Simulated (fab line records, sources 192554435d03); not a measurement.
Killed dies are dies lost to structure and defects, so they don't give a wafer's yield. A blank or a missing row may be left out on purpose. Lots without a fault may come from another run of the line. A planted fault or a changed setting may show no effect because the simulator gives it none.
Split-lot experiment | flow n5_finfet | 7 lots, 21 wafers read, on a route of 1938 steps

THE SPLIT
At N5_BEOL_M12_CMP_49 (polishes, stops on SiOC, t overpolish 20.6 s, target thk 320 nm), the setting down_force_psi was moved away from the recipe's 1 psi on 6 of the 21 wafers read, by -16.1% to +18.5%. The other wafers ran this setting at the recipe's value.

The reading is taken at the split's own step.

THE READING
barrier_field_endpoint_s, in s, at N5_BEOL_M12_CMP_49 (polishes, stops on SiOC, t overpolish 20.6 s, target thk 320 nm). Fault-free wafers of this fab line usually give 30.4 s, standard deviation 0.77 s.

wafer  | tool, chamber at the split | down_force_psi as run, psi | against the recipe | barrier_field_endpoint_s, s | against lot-mates on the recipe
L081.1 | cmp-02, 1                  | 1                          | recipe             | 30.5                        | -
L081.3 | cmp-02, 3                  | 1                          | recipe             | 30.6                        | -
L081.6 | cmp-02, 2                  | 1                          | recipe             | 30.1                        | -
L084.3 | cmp-02, 1                  | 1                          | recipe             | 29.4                        | -
L084.4 | cmp-02, 3                  | 1                          | recipe             | 30.4                        | -
L084.6 | cmp-02, 0                  | 1                          | recipe             | 29.2                        | -
L082.1 | cmp-02, 1                  | 1                          | recipe             | 29.9                        | -
L082.4 | cmp-02, 3                  | 1                          | recipe             | 30.7                        | -
L082.5 | cmp-02, 1                  | 1                          | recipe             | 30.0                        | -
L085.3 | cmp-02, 3                  | 1                          | recipe             | 29.6                        | -
L085.1 | cmp-02, 1                  | 0.8388                     | -16.1%             | 36.0                        | +6.0
L085.5 | cmp-02, 2                  | 1                          | recipe             | 30.3                        | -
L088.4 | cmp-04, 3                  | 1                          | recipe             | 31.5                        | -
L088.6 | cmp-04, 0                  | 1.068                      | +6.8%              | 28.5                        | -2.4
L088.5 | cmp-04, 1                  | 1                          | recipe             | 30.2                        | -
L096.2 | cmp-04, 3                  | 1                          | recipe             | 32.0                        | -
L096.1 | cmp-04, 1                  | 1.185                      | +18.5%             | 27.2                        | -4.8
L096.4 | cmp-04, 2                  | 1.185                      | +18.5%             | 27.2                        | -4.8
L097.1 | cmp-01, 2                  | 0.8586                     | -14.1%             | 34.8                        | +4.7
L097.4 | cmp-01, 3                  | 1                          | recipe             | 30.1                        | -
L097.5 | cmp-01, 1                  | 0.8586                     | -14.1%             | 34.6                        | +4.5

THE FIT
A straight line over all 21 wafers: barrier_field_endpoint_s changes by -0.247 s for each +1% of down_force_psi; r = -0.92; the points scatter about the line by 0.87 s.
The same after taking each lot's own level away (the mean of its wafers on the recipe; 21 wafers): -0.303 s for each +1%; r = -0.98; scatter 0.51 s.
On that fit, the largest move of down_force_psi shifts the reading by 5.6 s.
The lots' own levels span 29.67 to 32.00 s, that is 3.0 times the standard deviation above.
So the lot-to-lot level changes the slope: the two fits differ.
Check: with one of the wafers moved furthest among these (+18.5%) left out of the fit, the line predicts -5.73 s for it against its lot-mates. It came out at -4.8 s against them.
Tool readings at the split's step, against how far the setting was moved: barrier_field_endpoint_s r = -0.92.

THE FILE'S OWN FIT
barrier_field_endpoint_s changes by -0.317 s for each +1% of down_force_psi, r = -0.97.
